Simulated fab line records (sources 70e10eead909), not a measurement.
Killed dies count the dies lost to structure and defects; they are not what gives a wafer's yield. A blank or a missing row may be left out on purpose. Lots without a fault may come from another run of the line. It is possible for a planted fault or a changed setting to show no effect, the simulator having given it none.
Struck lot and sound lot, side by side ; flow nand_harc ; 15 out of 1159 route steps
Sound: these wafers, L616.1, L616.3, L616.4. Wafers struck: L609.4, L609.5, L609.6. The cause is given at the end.
Order at every step that has rows: each side's tool, ch and its chambers, its first start. Under that, the readings that differ: sound wafers ; struck wafers ; difference of the means ; sigmas: that difference in standard deviations of wafers without a fault.
alike: readings with means less than 2 such deviations apart, plus words and numbers identical on both sides. not compared: withheld readings, readings lacking a value on some wafer, bounds such as >300 that could conceal the same value, and numbers that have no deviation in the record and whose values overlap.
A row with sigmas, a row that says differs or no value, or rows on one side alone: a step with any of these is where the two part. Non-overlapping numbers with no deviation appear without sigmas and do not part them. A reading that every wafer of one side lacks parts them only if that side has two wafers or more.

first, 1 step without rows for these wafers: NHARC_A_CONTACT_DEVELOP_68 (develop time 35 s).
NHARC_A_CONTACT_CD_MEAS_69: the cd target is 200 nm.
  sound on cd_sem-03 ch 0, day 19 08:27; struck on cd_sem-01 ch 0, day 17 02:36
  alike: cd_nm
NHARC_A_CONTACT_OVL_MEAS_70:
  sound on overlay-02 at day 19 08:32; struck on overlay-01 at day 17 02:41
reading;sound;struck;difference;sigmas
overlay_x_nm (nm);-1.9 -2.8 -1.4;-0.2 -0.5 -0.3;+1.7;+3
overlay_y_nm (nm);-0.1 -0.4 -0.8;0.7 1.3 1.3;+1.5;+2
NHARC_A_CONTACT_INSPECT_71:
  sound on defect_inspect-01 at day 19 08:34; struck on defect_inspect-02 at day 17 02:43
  alike: raw_defect_count
then, 1 step without rows for these wafers: NHARC_A_CONTACT_DESCUM_74 (chemistry O2, time 3 s).
NHARC_A_CONTACT_ETCH_75: etches the open film in CF4, target depth 39 nm, time 65 s.
  sound on rie_diel-05 ch 0,2,3, day 19 08:43; struck on rie_diel-05 ch 0,1,2, day 17 02:53
  alike: bias_w, cf4_flow_sccm, drypump_motor_current_A, oes_product_au, rf_vpp_V, showerhead_plenum_p_Torr, throttle_valve_pct
  not compared: rf_hours_counter_h
NHARC_A_CONTACT_ETCH_76: etches the open film in N2/H2, target depth 260 nm, time 475.3 s.
  sound: rie_diel-05 ch 0,1,3; struck: rie_diel-05 ch 0,2,3
  alike: bias_w, chamber_pressure_mTorr, drypump_motor_current_A, oes_product_au, rf_vpp_V, showerhead_plenum_p_Torr, throttle_valve_pct
  not compared: rf_hours_counter_h
NHARC_A_CONTACT_ETCH_77: etches the open film in CF4/CHF3, target depth 72.6 nm, time 36.3 s.
  sound: rie_diel-05 ch 1,2,3; struck: rie_diel-05 ch 1,2,3
  alike: bias_w, cf4_flow_sccm, drypump_motor_current_A, oes_product_au, rf_vpp_V, showerhead_plenum_p_Torr, throttle_valve_pct
  not compared: rf_hours_counter_h
then, 1 step without rows for these wafers: NHARC_A_CONTACT_ETCH_78 (etches the open film in O2/COS, target depth 2800 nm, time 728 s).
NHARC_A_CONTACT_ETCH_124: etches the open film in C4F8/O2/Ar, time 140 s, target depth 700 nm.
  sound on har_cap_etch-03 ch 0,1, day 19 09:46; struck on har_cap_etch-03 ch 0,1, day 17 04:00
  alike: chamber_pressure_mTorr, oes_air_line_au
  not compared: rf_hours_counter_h
then, 1 step without rows for these wafers: NHARC_A_CONTACT_ETCH_125 (etches the open film in C4F8/O2/Ar, time 155 s, target depth 956 nm).
NHARC_A_CONTACT_ETCH_126: etches the open film in C4F8/O2/Ar, time 155 s, target depth 956 nm.
  sound on har_cap_etch-03 ch 0,1, day 19 10:07; struck on har_cap_etch-03 ch 0,1, day 17 04:19
  alike: chamber_pressure_mTorr, oes_air_line_au
  not compared: rf_hours_counter_h
NHARC_A_CONTACT_ETCH_127: etches the open film in C4F8/O2/Ar, time 155 s, target depth 956 nm.
  sound on har_cap_etch-03 ch 0,1, day 19 10:15; struck on har_cap_etch-03 ch 0,1, day 17 04:27
  no value came back on the struck wafers for chamber_pressure_mTorr (mTorr), oes_air_line_au (a.u.); on the sound wafers chamber_pressure_mTorr (mTorr) reads 20.001 19.969 20.014
  not compared: rf_hours_counter_h
then, 1 step without rows for these wafers: NHARC_A_CONTACT_ETCH_128 (etches the open film in C4F8/O2/Ar, time 155 s, target depth 956 nm).
-- record jumps: 2 days between struck wafers' starts before vs after; left off in module A_CONTACT, resumes in module END, first step shown is number 1159 of the route --
NHARC_END_SORT_01:
  here the record holds rows for the struck wafers (prober-01 ch 0, day 19 16:00) but none for the sound ones

## WHERE THEY PART
Last at NHARC_END_SORT_01 as far as this record goes, first at NHARC_A_CONTACT_OVL_MEAS_70.

WHY: whatever the simulator had introduced
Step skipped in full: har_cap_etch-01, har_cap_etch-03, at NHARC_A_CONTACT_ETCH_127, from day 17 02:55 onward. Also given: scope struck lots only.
